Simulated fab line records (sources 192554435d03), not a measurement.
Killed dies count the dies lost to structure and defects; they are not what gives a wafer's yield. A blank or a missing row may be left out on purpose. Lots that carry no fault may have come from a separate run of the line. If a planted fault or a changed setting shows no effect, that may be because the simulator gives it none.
The tool behind it: which one? | flow n5 finfet | 72 wafers from 24 lots sampled at 2 of the route's 1938 steps

WHAT EACH GAUGE READ, for each wafer
N5_BEOL_M4_OVL_MEAS_29.
lot  | measured     | on         | V3_OVL (nm)
L075 | day 7 16:05  | overlay-01 | 0.0 -0.4 -0.9
L074 | day 7 18:23  | overlay-02 | -0.9 -1.1 -0.9
L076 | day 8 06:34  | overlay-02 | -0.4 -0.5 -0.4
L077 | day 8 14:16  | overlay-01 | -1.1 -0.8 -0.3
L078 | day 8 15:21  | overlay-02 | -0.1 -0.2 -0.1
L079 | day 8 21:23  | overlay-02 | -2.0 -1.3 -1.8
L080 | day 8 22:22  | overlay-01 | -0.3 0.3 0.1
L081 | day 9 03:35  | overlay-01 | -0.8 -1.4 -1.2
L082 | day 9 19:46  | overlay-02 | 0.4 -0.7 -0.1
L083 | day 9 20:30  | overlay-01 | 0.7 0.1 1.3
L084 | day 10 02:34 | overlay-02 | 0.3 -0.6 0.2
L085 | day 10 05:28 | overlay-02 | -0.5 -0.5 -0.7
L087 | day 12 11:33 | overlay-02 | -0.1 -0.4 0.3
L088 | day 12 21:43 | overlay-01 | 0.2 0.4 0.3
L086 | day 12 21:56 | overlay-02 | 1.1 0.3 -0.9
L089 | day 13 01:43 | overlay-01 | -0.2 -0.4 -1.0
L091 | day 13 02:04 | overlay-02 | 0.1 -0.7 0.6
L095 | day 13 04:07 | overlay-02 | -0.6 0.1 -0.2
L096 | day 13 04:12 | overlay-01 | -1.5 -0.9 -1.0
L093 | day 13 05:22 | overlay-02 | -1.1 -0.5 -1.3
L090 | day 13 07:24 | overlay-01 | -0.2 -0.8 -0.4
L094 | day 13 07:45 | overlay-02 | -0.9 0.4 -1.2
L092 | day 13 08:04 | overlay-01 | -1.0 -0.2 -1.1
L097 | day 13 17:01 | overlay-02 | 0.4 0.7 0.0

EACH LOT AND THE TOOL THAT RAN IT (in order: tool; ch and the chambers of the sampled wafers; start)
lot  | N5_BEOL_M4_HM_OPEN_17
L075 | rie metal-02 ch 0,1, day 7 15:30
L074 | rie metal-02 ch 0,1, day 7 17:52
L076 | rie metal-01 ch 0,1, day 8 05:46
L077 | rie metal-01 ch 0,1, day 8 13:38
L078 | rie metal-01 ch 0,1, day 8 14:46
L079 | rie metal-02 ch 0,1, day 8 20:42
L080 | rie metal-01 ch 0,1, day 8 21:41
L081 | rie metal-02 ch 0,1, day 9 03:01
L082 | rie metal-01 ch 0,1, day 9 16:49
L083 | rie metal-02 ch 0,1, day 9 19:59
L084 | rie metal-02 ch 0,1, day 10 01:59
L085 | rie metal-03 ch 1, day 10 04:49
L087 | rie metal-02 ch 0,1, day 12 11:00
L088 | rie metal-01 ch 0,1, day 12 21:11
L086 | rie metal-03 ch 0,1, day 12 21:16
L089 | rie metal-03 ch 0,1, day 13 01:12
L091 | rie metal-01 ch 0,1, day 13 01:26
L095 | rie metal-03 ch 0,1, day 13 03:36
L096 | rie metal-01 ch 0,1, day 13 03:40
L093 | rie metal-03 ch 0,1, day 13 04:52
L090 | rie metal-03 ch 0, day 13 06:52
L094 | rie metal-02 ch 0,1, day 13 07:05
L092 | rie metal-01 ch 0,1, day 13 07:26
L097 | rie metal-03 ch 0,1, day 13 11:29
- N5_BEOL_M4_HM_OPEN_17: chemistry Cl2/BCl3, target TiN, target depth 20 nm, overetch 6 nm.

WHAT THE TOOLS THEMSELVES READ (means of the sampled wafers that have a number; where no wafer has one, the mark that the record gives instead)
N5_BEOL_M4_HM_OPEN_17.
lot  | tool         | bias w (W) | drypump motor current A (A) | oes product au (a.u.) | throttle valve pct (%)
L075 | rie metal-02 | 125.5      | 5.6                         | 0.74                  | 22.29
L074 | rie metal-02 | 126.3      | 5.9                         | 0.76                  | 22.20
L076 | rie metal-01 | 125.4      | 6.0                         | 0.72                  | 22.05
L077 | rie metal-01 | 125.9      | 6.0                         | 0.73                  | 22.04
L078 | rie metal-01 | 125.6      | 5.8                         | 0.77                  | 22.02
L079 | rie metal-02 | 126.0      | 5.9                         | 0.74                  | 22.22
L080 | rie metal-01 | 125.7      | 5.8                         | 0.76                  | 22.03
L081 | rie metal-02 | 125.7      | 5.9                         | 0.74                  | 22.20
L082 | rie metal-01 | 125.8      | 5.8                         | 0.74                  | 22.04
L083 | rie metal-02 | 126.0      | 5.9                         | 0.73                  | 22.22
L084 | rie metal-02 | 125.8      | 5.6                         | 0.71                  | 22.30
L085 | rie metal-03 | 126.3      | 6.0                         | 0.70                  | 22.21
L087 | rie metal-02 | 125.8      | 5.9                         | 0.72                  | 22.23
L088 | rie metal-01 | 126.0      | 5.8                         | 0.72                  | 22.04
L086 | rie metal-03 | 126.4      | 6.0                         | 0.63                  | 22.05
L089 | rie metal-03 | 125.8      | 5.9                         | 0.64                  | 22.04
L091 | rie metal-01 | 125.9      | 6.0                         | 0.68                  | 22.08
L095 | rie metal-03 | 125.9      | 6.0                         | 0.64                  | 22.04
L096 | rie metal-01 | 125.9      | 6.0                         | 0.68                  | 22.08
L093 | rie metal-03 | 125.8      | 6.0                         | 0.65                  | 22.14
L090 | rie metal-03 | 126.2      | 5.9                         | 0.62                  | 21.95
L094 | rie metal-02 | 125.7      | 5.6                         | 0.70                  | 22.31
L092 | rie metal-01 | 125.9      | 5.8                         | 0.71                  | 22.05
L097 | rie metal-03 | 125.5      | 6.0                         | 0.63                  | 22.04

THE ANSWER, worked out from the rows above alone
Rule: the usual values come from the lots themselves. Put in order of their means at a reading, lots are off if they are a third of the lots or fewer, leave a main group of 4 or more, and stand apart from it by a gap of 3 or more times the standard deviation of the main group's means; of several such gaps the widest counts. The tables above print the reading to a certain number of digits; a main group whose means all agree to those digits is not used. A lot without any number at a reading at which 4 lots or more have one is off too. The other lots that the step has rows for count as sound. First the gauges in route order, then the tools' own readings, where a lot's mean is used as printed above. At the first step where some lot is off, the reading lying furthest off is the one used; lots without a number count as furthest.
Across all readings shown, no lot is off: no conclusion can be drawn from this.

WHAT THE SIMULATOR HAD PUT IN
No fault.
